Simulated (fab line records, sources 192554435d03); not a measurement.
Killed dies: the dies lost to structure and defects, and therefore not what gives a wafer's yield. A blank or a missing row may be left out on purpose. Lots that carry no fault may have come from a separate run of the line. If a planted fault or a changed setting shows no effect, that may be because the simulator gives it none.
Chamber matching | flow n5-finfet | N5_HKMG_FIN_STRIP_90 on rie-diel-04: 4 sister chambers
The step strips SOC in N2/H2, time 20 s. 14 wafers are shown with their chamber, then 7 later ones without.

== WAFERS WITH THEIR CHAMBER ==
wafer  | chamber | showerhead-plenum-p-Torr (Torr) | oes-product-au (a.u.) | rf-vpp-V (V)
L076.3 | 3       | 3.46                            | 0.71                  | 51.8
L076.4 | 1       | 3.43                            | 0.90                  | 55.0
L076.5 | 1       | 3.43                            | 0.91                  | 54.4
L081.1 | 2       | 3.23                            | 0.73                  | 53.8
L081.3 | 0       | 3.43                            | 0.73                  | 55.5
L081.5 | 0       | 3.43                            | 0.73                  | 53.1
L082.1 | 2       | 3.23                            | 0.72                  | 54.1
L082.2 | 3       | 3.45                            | 0.71                  | 54.0
L082.3 | 0       | 3.43                            | 0.73                  | 53.8
L083.2 | 1       | 3.42                            | 0.89                  | 53.2
L083.3 | 2       | 3.23                            | 0.73                  | 53.0
L083.5 | 3       | 3.45                            | 0.70                  | 53.3
L085.3 | 2       | 3.23                            | 0.73                  | 53.4
L085.4 | 3       | 3.44                            | 0.70                  | 53.4

SIGNATURES, as means of the wafers listed above
reading                  | chamber 0 | chamber 1 | chamber 2 | chamber 3 | scatter within a chamber
showerhead-plenum-p-Torr | 3.4300    | 3.4267    | 3.2300    | 3.4500    | 0.00516
oes-product-au           | 0.7300    | 0.9000    | 0.7275    | 0.7050    | 0.00612
rf-vpp-V                 | 54.133    | 54.200    | 53.575    | 53.125    | 0.897
Rule: distance of a wafer from a chamber = root of the sum over the readings of ((wafer's reading minus chamber's mean) / reading's scatter) squared. The wafer belongs to the nearest chamber; if the next one is less than 2 further off, it can't be placed. The scatter: the root of (the sum of the squares of (reading less its chamber's mean) over the shown wafers, divided by (wafers less chambers)).

== WAFERS WHOSE CHAMBER IS MISSING ==
wafer  | showerhead-plenum-p-Torr (Torr) | oes-product-au (a.u.) | rf-vpp-V (V)
L085.6 | 3.43                            | 0.72                  | 53.7
L093.1 | 3.42                            | 0.71                  | 54.1
L093.2 | 3.41                            | 0.85                  | 53.6
L093.5 | 3.22                            | 0.71                  | 53.1
L097.2 | 3.21                            | 0.70                  | 53.3
L097.4 | 3.43                            | 0.94                  | 53.9
L097.6 | 3.21                            | 0.71                  | 53.8

== THE CHAMBER EACH PASSED THROUGH ==
wafer  | from the rows above | in truth
L085.6 | 0                   | 0
L093.1 | 0                   | 0
L093.2 | 1                   | 1
L093.5 | 2                   | 2
L097.2 | 2                   | 2
L097.4 | 1                   | 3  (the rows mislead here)
L097.6 | 2                   | 2
Placed correctly: 6 of 7. Not placeable from these rows: 0. Placed wrongly: 1.
